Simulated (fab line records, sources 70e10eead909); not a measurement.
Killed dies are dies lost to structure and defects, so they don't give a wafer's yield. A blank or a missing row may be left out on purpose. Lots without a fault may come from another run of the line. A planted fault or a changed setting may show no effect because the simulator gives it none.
A struck lot beside a sound one | flow nand_harc | 43 steps out of a route of 1302
Sound: wafers L933.1, L933.2, L933.5. Struck: wafers L946.1, L946.3, L946.6. The cause comes at the end.
At each step with rows: each side's tool, then ch and its chambers, then its first start. Under that, the readings that differ: sound wafers | struck wafers | difference of the means | sigmas: that difference in standard deviations of wafers without a fault.
alike: readings whose means differ by less than 2 such deviations, and words and numbers that are the same on both sides. not compared: withheld readings, readings that some wafer has no value for, bounds like >300 that may hide the same value, and numbers for which the record gives no deviation and whose values overlap.
The two part at a step that has a row with sigmas, a row that says differs or no value, or rows on one side only. Numbers that don't overlap but have no deviation are shown without sigmas and don't part them. A reading that every wafer of one side lacks parts them only if that side has two wafers or more.

first, 2 steps without rows for these wafers: NHARC_A_CONTACT_PEB_67 (peb time 65 s); NHARC_A_CONTACT_DEVELOP_68 (develop time 35 s).
NHARC_A_CONTACT_CD_MEAS_69: target cd 300 nm.
  sound on cd_sem-03 ch 0, day 23 11:32; struck on cd_sem-03 ch 0, day 28 23:04
  alike: cd_nm
NHARC_A_CONTACT_OVL_MEAS_70:
  sound on overlay-02, day 23 11:37; struck on overlay-02, day 28 23:09
  alike: overlay_x_nm, overlay_y_nm
NHARC_A_CONTACT_INSPECT_71:
  sound on defect_inspect-01, day 23 11:40; struck on defect_inspect-01, day 28 23:11
  alike: raw_defect_count
then, 1 step without rows for these wafers: NHARC_A_CONTACT_DESCUM_74 (chemistry O2, time 3 s).
NHARC_A_CONTACT_ETCH_75: etches the open film in CF4, target depth 39 nm, time 65 s.
  sound on rie_diel-05 ch 0,3, day 23 11:49; struck on rie_diel-07 ch 0,1,3, day 28 23:20
  reading                     | sound       | struck      | difference | sigmas
  drypump_motor_current_A (A) | 5.3 4.6 4.6 | 5.8 5.9 6.1 | +1.1       | +2
  alike: oes_product_au, rf_vpp_V, showerhead_plenum_p_Torr, throttle_valve_pct
  not compared: rf_hours_counter_h
then, 5 steps without rows for these wafers: NHARC_A_CONTACT_ETCH_76 (etches the open film in N2/H2, target depth 260 nm, time 475.3 s); NHARC_A_CONTACT_ETCH_77 (etches the open film in CF4/CHF3, target depth 108.9 nm, time 54.5 s); NHARC_A_CONTACT_ETCH_78 (etches the open film in O2/COS, target depth 5300 nm, time 1378 s); NHARC_A_CONTACT_ETCH_124 (etches the open film in C4F8/O2/Ar, time 140 s, target depth 700 nm); NHARC_A_CONTACT_ETCH_125 (etches the open film in C4F8/O2/Ar, time 197 s, target depth 1918 nm).
NHARC_A_CONTACT_ETCH_126: etches the open film in C4F8/O2/Ar, time 197 s, target depth 1918 nm.
  sound on har_cap_etch-03 ch 0,1, day 23 13:56; struck on har_cap_etch-03 ch 0,1, day 29 01:17
  not compared: rf_hours_counter_h
then, 2 steps without rows for these wafers: NHARC_A_CONTACT_ETCH_127 (etches the open film in C4F8/O2/Ar, time 197 s, target depth 1918 nm); NHARC_A_CONTACT_ETCH_128 (etches the open film in C4F8/O2/Ar, time 197 s, target depth 1918 nm).
NHARC_A_CONTACT_ETCH_129: etches the open film in C4F8/O2/Ar, time 197 s, target depth 1918 nm.
  sound on har_cap_etch-03 ch 0,1, day 23 14:28; struck on har_cap_etch-03 ch 0,1, day 29 01:59
  not compared: rf_hours_counter_h
then, 5 steps without rows for these wafers: NHARC_A_CONTACT_ETCH_130 (etches the open film in C4F8/O2/Ar, time 197 s, target depth 1918 nm); NHARC_A_CONTACT_ETCH_131 (etches the open film in C4F8/O2/Ar, time 197 s, target depth 1918 nm); NHARC_A_CONTACT_ETCH_132 (etches the open film in C4F8/O2/Ar, time 197 s, target depth 1924 nm); NHARC_A_CONTACT_ETCH_133 (etches the open film in C4F8/O2/Ar, time 374 s, target depth 1610 nm); NHARC_A_CONTACT_ETCH_91 (etches the open film in CH3F/O2, target depth 40 nm, time 85.7 s).
NHARC_A_CONTACT_ETCH_97: etches the open film in C4F6/O2, target depth 20 nm, time 10 s.
  sound on rie_diel-06 ch 0,2,3; struck on rie_diel-05 ch 0,1,3
  alike: c4f6_flow_sccm, drypump_motor_current_A, oes_product_au, rf_vpp_V, showerhead_plenum_p_Torr, throttle_valve_pct
  not compared: rf_hours_counter_h
NHARC_A_CONTACT_CD_MEAS_80:
  sound on cd_sem-03, day 23 16:11; struck on cd_sem-03, day 29 04:05
  alike: cd_nm
then, 3 steps without rows for these wafers: NHARC_A_CONTACT_STRIP_103 (strips in N2/H2); NHARC_A_CONTACT_STRIP_104 (strips in CF4/CHF3); NHARC_A_CONTACT_STRIP_105 (strips in O2/COS).
NHARC_A_CONTACT_ETCH_106: etches the open film in CF4/O2, target depth 90 nm, overetch 9 nm, time 49.5 s.
  sound on rie_diel-06 ch 1,2,3, day 23 16:29; struck on rie_diel-06 ch 1,2, day 29 04:23
  alike: drypump_motor_current_A, oes_product_au, rf_vpp_V, showerhead_plenum_p_Torr, throttle_valve_pct
  not compared: rf_hours_counter_h
then, 3 steps without rows for these wafers: NHARC_A_CONTACT_STRIP_82 (strips in O2); NHARC_A_CONTACT_STRIP_83 (strips in post etch residue remover, time 600 s); NHARC_A_CONTACT_DEP_84 (deposits aC, target thk 2800 nm).
NHARC_A_CONTACT_DEP_85: deposits SiON, target thk 60 nm.
  sound on pecvd-01 ch 0,2, day 23 18:53; struck on pecvd-04 ch 1,2, day 29 07:11
  alike: heater_power_w
then, 10 steps without rows for these wafers: NHARC_A_CONTACT_DEHYDRATE_00 (time 120 s); NHARC_A_CONTACT_HMDS_01 (time 30 s); NHARC_A_CONTACT_COAT_86 (time 75 s); NHARC_A_CONTACT_COAT_87 (time 65 s); NHARC_A_CONTACT_COAT_02 (resist thk 90 nm); NHARC_A_CONTACT_SOFTBAKE_03 (time 55 s); NHARC_A_CONTACT_EBR_04; NHARC_A_CONTACT_EXPOSE_05 (exposes mask A CC); NHARC_A_CONTACT_PEB_06 (peb time 65 s); NHARC_A_CONTACT_DEVELOP_07 (develop time 35 s).
NHARC_A_CONTACT_CD_MEAS_08: target cd 200 nm.
  sound on cd_sem-03 ch 0, day 23 19:37; struck on cd_sem-01 ch 0, day 29 07:53
  alike: cd_nm
-- the record jumps here: 2 days lie between the struck wafers' starts before and after (it left off in module A_CONTACT and takes up again in module END, whose first step shown is number 1302 of the route) --
NHARC_END_SORT_01:
  sound on prober-01 ch 0, day 25 23:45; struck on prober-02 ch 0, day 31 10:28
  reading         | sound    | struck      | difference | sigmas
  killed_at_array | 93 70 91 | 152 148 117 | +54        | +3
  killed_dies     | 97 72 92 | 153 156 122 | +57        | +3
  alike: killed_at_other, killed_at_periphery, killed_open, killed_short

WHERE THEY PART
First at NHARC_A_CONTACT_ETCH_75; last, within this record, at NHARC_END_SORT_01.

WHY: what the simulator had put in
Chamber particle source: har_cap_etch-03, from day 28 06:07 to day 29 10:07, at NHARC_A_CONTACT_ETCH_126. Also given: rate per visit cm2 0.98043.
